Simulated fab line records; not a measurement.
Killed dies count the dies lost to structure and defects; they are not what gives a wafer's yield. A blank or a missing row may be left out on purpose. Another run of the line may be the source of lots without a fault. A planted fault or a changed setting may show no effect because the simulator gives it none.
Matching of chambers -- flow n5_finfet -- pecvd-01 running N5_BEOL_M8_PECVD_70: 3 sister chambers
The step deposits SiO2 from TEOS/O2, target thk 20 nm, time 22.7 s. 14 wafers are shown with their chamber, then 6 later ones without.

## WAFERS, EACH WITH ITS CHAMBER
wafer,chamber,throttle_valve_pct (%),heater_power_w (W),showerhead_plenum_p_Torr (Torr)
L540.3,0,21.7,651,8.71
L540.5,1,22.7,844,8.67
L540.6,0,21.1,649,8.73
L544.1,1,22.3,691,8.66
L544.5,0,21.7,588,8.71
L544.6,2,22.6,1001,8.74
L548.3,0,21.3,671,8.70
L548.6,0,21.5,674,8.70
L550.2,1,22.8,838,8.66
L550.3,2,22.9,979,8.71
L550.4,0,21.6,702,8.70
L557.1,2,22.9,861,8.70
L557.5,1,22.6,796,8.66
L557.6,0,21.7,669,8.72

SIGNATURES (means of the wafers above)
reading,chamber 0,chamber 1,chamber 2,scatter within a chamber
throttle_valve_pct,21.514,22.600,22.800,0.219
heater_power_w,657.71,792.25,947.00,55.5
showerhead_plenum_p_Torr,8.7100,8.6625,8.7167,0.0126
Rule: distance of a wafer from a chamber = root of the sum over the readings of ((wafer's reading minus chamber's mean) / reading's scatter) squared. If the next closest chamber is less than 2 further off than the closest, the wafer can't be placed; otherwise it belongs to the closest. The scatter: take each reading less its chamber's mean, square it, sum over the shown wafers, divide by the number of wafers less the number of chambers, and take the root.

## WAFERS WITHOUT THEIR CHAMBER
wafer,throttle_valve_pct (%),heater_power_w (W),showerhead_plenum_p_Torr (Torr)
L559.1,23.0,1030,8.71
L559.4,22.7,792,8.70
L559.6,21.6,722,8.72
L558.1,23.1,864,8.74
L558.3,22.5,806,8.67
L558.4,22.5,814,8.69

## WHICH CHAMBER EACH ONE RAN IN
wafer,from the rows above,in truth
L559.1,2,2
L559.4,can't be placed: 1 or 2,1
L559.6,0,0
L558.1,2,2
L558.3,1,1
L558.4,can't be placed: 1 or 2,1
Correct placement for 4 of the 6. These rows do not allow placing 2 (true chamber among the candidates in 2). Placed wrongly: 0.
